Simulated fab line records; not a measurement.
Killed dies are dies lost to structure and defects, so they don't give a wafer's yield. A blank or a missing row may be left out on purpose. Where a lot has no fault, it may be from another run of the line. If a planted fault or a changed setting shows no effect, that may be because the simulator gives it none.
Which tool did it? + flow n5 finfet + 30 wafers sampled from 10 lots at 1 step of a route of 1938

## WHAT THE GAUGES READ, wafer by wafer
N5_GATE_CUT_CD_MEAS_13: the cd target is 20 nm.
| lot  | measured     | on        | cd nm (nm)        |
|------|--------------|-----------|-------------------|
| L722 | day 4 23:48  | cd sem-03 | 20.05 19.88 20.01 |
| L724 | day 5 13:23  | cd sem-03 | 19.94 20.18 19.93 |
| L726 | day 6 00:41  | cd sem-03 | 19.70 19.84 19.68 |
| L727 | day 6 07:06  | cd sem-02 | 20.11 20.02 20.21 |
| L728 | day 6 10:59  | cd sem-03 | 20.03 19.84 19.70 |
| L735 | day 8 07:47  | cd sem-02 | 20.43 20.40 20.19 |
| L736 | day 8 10:30  | cd sem-01 | 20.30 20.50 20.16 |
| L737 | day 8 20:12  | cd sem-01 | 19.93 19.91 19.80 |
| L741 | day 9 19:27  | cd sem-02 | 20.19 20.25 19.92 |
| L742 | day 10 00:20 | cd sem-02 | 19.79 19.73 19.76 |

## EACH LOT AND THE TOOL THAT RAN IT (in order: tool; ch and the chambers of the sampled wafers; start)
Before these readings, the record contains no process step.

## THE ANSWER, worked out from the rows above alone
Rule: the lots themselves supply what counts as usual. The widest of any qualifying gaps counts: lots, ordered by their means at a reading, are off when they make up no more than a third of the lots, leave a main group of 4 or more, and stand apart from it by 3 or more times the standard deviation of that group's means. The tables above print the reading to a certain number of digits; a main group whose means all agree to those digits is not used. Also off: a lot with no number at a reading for which 4 or more lots have one. All remaining lots with rows at the step are treated as sound.
No lot is off on any of the readings shown, so nothing can be concluded from this.

## WHAT THE SIMULATOR PUT IN
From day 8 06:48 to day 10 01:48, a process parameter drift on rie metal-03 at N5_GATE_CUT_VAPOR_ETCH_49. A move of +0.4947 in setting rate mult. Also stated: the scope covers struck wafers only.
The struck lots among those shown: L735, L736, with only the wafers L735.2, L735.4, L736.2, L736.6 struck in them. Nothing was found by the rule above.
